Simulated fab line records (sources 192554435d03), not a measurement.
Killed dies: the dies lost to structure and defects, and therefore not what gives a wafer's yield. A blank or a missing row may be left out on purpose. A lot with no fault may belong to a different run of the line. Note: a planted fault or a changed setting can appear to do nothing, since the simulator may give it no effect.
Matching of chambers / flow n5 finfet / N5_BEOL_M6_ETCH_62 on rie diel-02 has 4 sister chambers
The step etches SOC in N2/H2, target depth 110 nm, overetch 22 nm, time 165 s. 4 wafers are shown with their chamber, then 8 later ones without.

## WAFERS WITH THEIR CHAMBER
wafer=L079.4; chamber=1; throttle valve pct (%)=18.14
wafer=L086.2; chamber=3; throttle valve pct (%)=18.48
wafer=L088.5; chamber=0; throttle valve pct (%)=17.56
wafer=L092.1; chamber=2; throttle valve pct (%)=18.02

## WAFERS WITHOUT THEIR CHAMBER
wafer=L092.4; throttle valve pct (%)=18.09
wafer=L092.6; throttle valve pct (%)=18.03
wafer=L093.1; throttle valve pct (%)=18.10
wafer=L093.4; throttle valve pct (%)=17.58
wafer=L093.5; throttle valve pct (%)=18.10
wafer=L096.2; throttle valve pct (%)=18.04
wafer=L096.3; throttle valve pct (%)=17.77
wafer=L096.6; throttle valve pct (%)=17.79

## EACH ONE'S CHAMBER
wafer=L092.4; from the rows above=can't be placed: 1 or 2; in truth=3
wafer=L092.6; from the rows above=can't be placed: 2 or 1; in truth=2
wafer=L093.1; from the rows above=can't be placed: 1 or 2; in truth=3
wafer=L093.4; from the rows above=0; in truth=0
wafer=L093.5; from the rows above=can't be placed: 1 or 2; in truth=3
wafer=L096.2; from the rows above=can't be placed: 2 or 1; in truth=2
wafer=L096.3; from the rows above=can't be placed: 0 or 2 or 1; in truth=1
wafer=L096.6; from the rows above=can't be placed: 0 or 2 or 1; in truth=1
Correct placement for 1 of the 8. Unplaceable from these rows: 7, with the true chamber sitting among the candidates in 4. 0 placed wrongly.
How it was worked out, from the rows above alone: a wafer's distance from a chamber is the root of the sum, over the readings, of the square of ((its reading less the chamber's mean) divided by the reading's scatter). If the next closest chamber is less than 2 further off than the closest, the wafer can't be placed; otherwise it belongs to the closest. For every chamber, the mean is computed from those of its wafers that are shown. The scatter (one wafer shown for each chamber): square how far every hidden wafer sits from the nearest shown wafer, average those squares and take the square root.
